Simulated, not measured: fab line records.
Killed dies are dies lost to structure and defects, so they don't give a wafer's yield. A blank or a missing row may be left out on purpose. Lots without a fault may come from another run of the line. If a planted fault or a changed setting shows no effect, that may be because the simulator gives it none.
A struck lot beside a sound one    flow n5Finfet    16 steps out of a route of 1938
Sound: the wafers L893.1, L893.3, L893.6. Struck: wafer L896.3 (L896.1, L896.4, from the same lot, were not struck and are left out); the cause is given at the end.
Order at every step that has rows: each side's tool, ch and its chambers, its first start. Under that, the readings that differ: sound wafers    struck wafers    difference of the means    sigmas: that difference in standard deviations of wafers without a fault.
alike: readings whose means differ by less than 2 such deviations, and words and numbers that are the same on both sides. not compared: withheld readings, readings that some wafer has no value for, bounds like >300 that may hide the same value, and numbers for which the record gives no deviation and whose values overlap.
The two part at a step that has a row with sigmas, a row that says differs or no value, or rows on one side only. Numbers that have no deviation but don't overlap get no sigmas and don't part them. Lack of a reading on every wafer of one side parts them only where that side has two or more wafers.

first, 7 steps without rows for these wafers: N5_BEOL_M4_COAT_73 (time 60 s, resist thk 5 nm); N5_BEOL_M4_COAT_05 (resist thk 30 nm); N5_BEOL_M4_EBR_07; N5_BEOL_M4_SOFTBAKE_06 (time 60 s); N5_BEOL_M4_EXPOSE_08 (exposes mask M4); N5_BEOL_M4_PEB_09 (peb time 60 s); N5_BEOL_M4_DEVELOP_10 (develop time 30 s).
N5_BEOL_M4_CD_MEAS_11: target cd 16.79 nm.
  sound on cdSem-02 ch 0, day 9 02:17; struck on cdSem-01 ch 0, day 9 16:19
reading    sound              struck  difference  sigmas
cdNm (nm)  16.70 16.73 16.44  17.31   +0.69       +3
N5_BEOL_M4_OVL_MEAS_12:
  sound on overlay-01 ch 0, day 9 02:19; struck on overlay-01 ch 0, day 9 16:21
  alike: M4_OVL
N5_BEOL_M4_INSPECT_13: inspects for defects (brightfield).
  sound on defectInspect-02, day 9 02:23; struck on defectInspect-02, day 9 16:25
  alike: rawDefectCount
N5_BEOL_M4_DESCUM_16: chemistry O2, time 7 s.
  sound on rieDiel-06 ch 1,2,3, day 9 02:25; struck on rieDiel-06 ch 3, day 9 16:27
  alike: drypumpMotorCurrentA, oesProductAu, rfVppV, showerheadPlenumPTorr, throttleValvePct
  not compared: rfHoursCounterH
N5_BEOL_M4_ETCH_74: etches underlayer in N2/H2, target depth 6.5 nm, time 5.2 s.
  sound on rieDiel-06 ch 1,2,3, day 9 02:27; struck on rieDiel-06 ch 3, day 9 16:29
  alike: drypumpMotorCurrentA, etchRfOnTimeS, oesProductAu, rfVppV, showerheadPlenumPTorr, throttleValvePct
  not compared: rfHoursCounterH
N5_BEOL_M4_ETCH_63: etches SiARC in CF4, target depth 15.6 nm, time 26 s.
  sound on rieDiel-06 ch 1,2,3, day 9 02:28; struck on rieDiel-06 ch 3, day 9 16:30
reading              sound           struck  difference  sigmas
etchRfOnTimeS (s)    26.3 26.2 25.5  20.3    -5.7        -10
oesProductAu (a.u.)  0.61 0.80 0.71  0.91    +0.20       +3
  alike: cf4FlowSccm, drypumpMotorCurrentA, rfVppV, showerheadPlenumPTorr, throttleValvePct
  not compared: rfHoursCounterH
N5_BEOL_M4_ETCH_64: etches SOC in N2/H2, target depth 75 nm, overetch 22.5 nm, time 121.9 s.
  sound on rieDiel-06 ch 1,2,3, day 9 02:29; struck on rieDiel-06 ch 3, day 9 16:32
  alike: drypumpMotorCurrentA, oesProductAu, rfVppV, showerheadPlenumPTorr, throttleValvePct
  not compared: rfHoursCounterH
N5_BEOL_M4_RC_MEAS_101:
  sound on prober-01 ch 0, day 9 12:20; struck on prober-02 ch 0, day 10 04:01
  alike: DIBL_N, DIBL_P, IOFF_N, IOFF_P, ION_N, ION_P, SS_N, SS_P, VT_N, VT_P
-- the record jumps here: 5 days lie between the struck wafers' starts before and after (it left off in module BEOL_M4 and takes up again in module PASSIVATION, whose first step shown is number 1936 of the route) --
N5_PASSIVATION_PROBE_49:
  sound on prober-01, day 13 15:19; struck on prober-02, day 14 21:04
reading               sound     struck  difference  sigmas
killedOpen            90 81 77  57      -26         -2
sort_bin_8_speed (%)  0.08 0 0  0       +0          -2
  alike: defectLimitedYield, killed_at_M0_to_M3, killed_at_M4_up, killedAtContacts, killedAtFrontEnd, killedAtOther, killedDies, killedShort, sort_bin_5_function, sort_bin_6_memory, sortNPass, sortYieldPct

WHERE THEY PART
Last at N5_PASSIVATION_PROBE_49 as far as this record goes, first at N5_BEOL_M4_CD_MEAS_11.

WHY: the cause the simulator had injected
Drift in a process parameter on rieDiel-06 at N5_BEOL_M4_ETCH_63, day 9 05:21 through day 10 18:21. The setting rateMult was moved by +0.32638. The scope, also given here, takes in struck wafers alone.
